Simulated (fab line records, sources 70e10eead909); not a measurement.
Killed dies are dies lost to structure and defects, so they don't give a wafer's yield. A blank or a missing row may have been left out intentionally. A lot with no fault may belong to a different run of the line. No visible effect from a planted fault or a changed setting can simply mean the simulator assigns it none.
Chamber matching	flow nand_harc	4 sister chambers for NHARC_P_M0_CMP_23 on cmp-01
The step polishes, t overpolish 20 s, target thk 117.54 nm. 8 wafers are shown with their chamber, then 11 later ones without.

== WAFERS WITH THEIR CHAMBER ==
wafer	chamber	motor_current_A (A)	time_to_endpoint_s (s)
L085.4	2	14.0	25.2
L087.1	1	11.4	32.9
L087.2	2	13.6	27.8
L087.4	3	10.1	27.8
L091.2	0	12.4	28.4
L091.3	1	12.3	30.8
L091.4	3	10.6	28.3
L093.1	0	11.5	30.2

== WAFERS MISSING THEIR CHAMBER ==
wafer	motor_current_A (A)	time_to_endpoint_s (s)
L093.3	13.7	27.3
L093.4	10.3	28.8
L095.1	13.0	28.7
L095.2	12.2	28.9
L095.5	13.7	26.5
L096.1	12.4	28.9
L096.2	12.8	28.1
L096.5	12.8	26.9
L097.2	13.7	28.1
L097.3	11.8	31.1
L097.4	12.9	31.4

== CHAMBER TAKEN BY EACH ==
wafer	from the rows above	in truth
L093.3	2	2
L093.4	3	3
L095.1	can't be placed: 0 or 2 or 1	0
L095.2	can't be placed: 0 or 1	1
L095.5	2	2
L096.1	can't be placed: 0 or 1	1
L096.2	can't be placed: 0 or 2 or 1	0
L096.5	can't be placed: 2 or 0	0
L097.2	2	2
L097.3	can't be placed: 1 or 0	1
L097.4	can't be placed: 1 or 0 or 2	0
4 of 11 placed correctly. Can't be placed from these rows: 7 (the true chamber is among the candidates in 7). Placed wrongly: 0.
How it was worked out, from the rows above alone: a wafer's distance from a chamber is the root of the sum, over the readings, of the square of ((its reading less the chamber's mean) divided by the reading's scatter). The wafer belongs to the nearest chamber; if the next one is less than 2 further off, it can't be placed. The mean given for a chamber averages the wafers shown for that chamber. How the scatter is found: for the shown wafers, subtract from each reading the mean of its chamber, square and add these, divide the total by (wafers less chambers), then take the root.
